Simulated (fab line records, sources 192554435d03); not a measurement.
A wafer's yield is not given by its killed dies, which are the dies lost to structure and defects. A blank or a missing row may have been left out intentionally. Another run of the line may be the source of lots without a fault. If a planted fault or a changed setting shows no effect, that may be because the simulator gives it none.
Problem report, 8D (eight disciplines) form, completed by code + flow n5 finfet + the parts of the form that need people (team, actions taken, sign-off) are left out

## 1. THE ISSUE
susceptor temp C at N5_BEOL_M9_ILD_DEP_00 reads a mean of 295.67 C on 9 wafers of 3 lots; wafers without a fault read 300.01 C with a standard deviation of 0.21. That is -21 standard deviations from the usual mean.
The step: deposits SiCOH lowk from DEMS/porogen, target thk 308.51 nm, time 58 s.
Earliest sighting: wafer L400.1 on pecvd-02 at day 12 06:04. Wafers with a number at this step in the record: 36, from 12 lots. Rule for "out" (also "out of limits"): further than 4 standard deviations from the usual mean. The other wafers with a number count as sound.

## 2. WHAT IT IS; WHAT IT IS NOT
| question                    | is                     | is not                                                                                                  |
|-----------------------------|------------------------|---------------------------------------------------------------------------------------------------------|
| which readings at this step | susceptor temp C       | heater power outer w, heater power w, showerhead plenum p Torr, showerhead vpp V, throttle valve pct    |
| which lots                  | L400, L401, L402       | L390, L391, L403, L407, L408, L409, L410, L411, L412                                                    |
| which wafers of those lots  | all that have a number | -                                                                                                       |
| read on which tools         | pecvd-02               | pecvd-03, pecvd-04                                                                                      |
| when                        | from day 12 06:04      | up to then (6 sound wafers); but 21 sound wafers of L403, L407, L408, L409, L410, L411, L412 came after |

## 3. SUSPECTS, AND WHAT RULES EACH OUT
Counting: any tool at a process step up to the reading is kept as a suspect provided that every lot that is out went through it and no sound lot did after the first of them.
- pecvd-02 at N5_BEOL_M9_ILD_DEP_00 (deposits SiCOH lowk from DEMS/porogen, target thk 308.51 nm, time 58 s): kept. Every lot that is out went through it, starting with L400 (day 12 06:04), and after that it ran no sound lot; the last sound lot it ran before then is L390 (day 9 19:34). Out on those wafers are its own readings of susceptor temp C.
The count leaves pecvd-02 at N5_BEOL_M9_ILD_DEP_00.

## 4. THE CAUSE (what the simulator had put in)
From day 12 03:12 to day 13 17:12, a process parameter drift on pecvd-02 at N5_BEOL_M9_ILD_DEP_00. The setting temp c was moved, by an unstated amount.
Only this tool survived the counting.

## 5. THE CHAIN OF EFFECTS, in route order
Rows list readings where the struck wafers' mean (over those with a number) sits beyond 3 standard deviations from the usual. Only readings whose record carries a usual standard deviation are examined. hours: median over the lots of the time between each lot's start at the first step of this table that gives one and its start at this step. sigmas: the change, counted in usual standard deviations.
| hours | step                  | reading          | usual    | on struck wafers | change | sigmas |
|-------|-----------------------|------------------|----------|------------------|--------|--------|
| 0     | N5_BEOL_M9_ILD_DEP_00 | susceptor temp C | 300.01 C | 295.67           | -4.34  | -21    |
The process steps in it:
- N5_BEOL_M9_ILD_DEP_00: deposits SiCOH lowk from DEMS/porogen, target thk 308.51 nm, time 58 s.

## 6. WHAT WOULD HAVE CAUGHT IT SOONER
In this record no reading fell out of limits until day 12 06:04, 3 hours after the fault had begun at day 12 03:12.
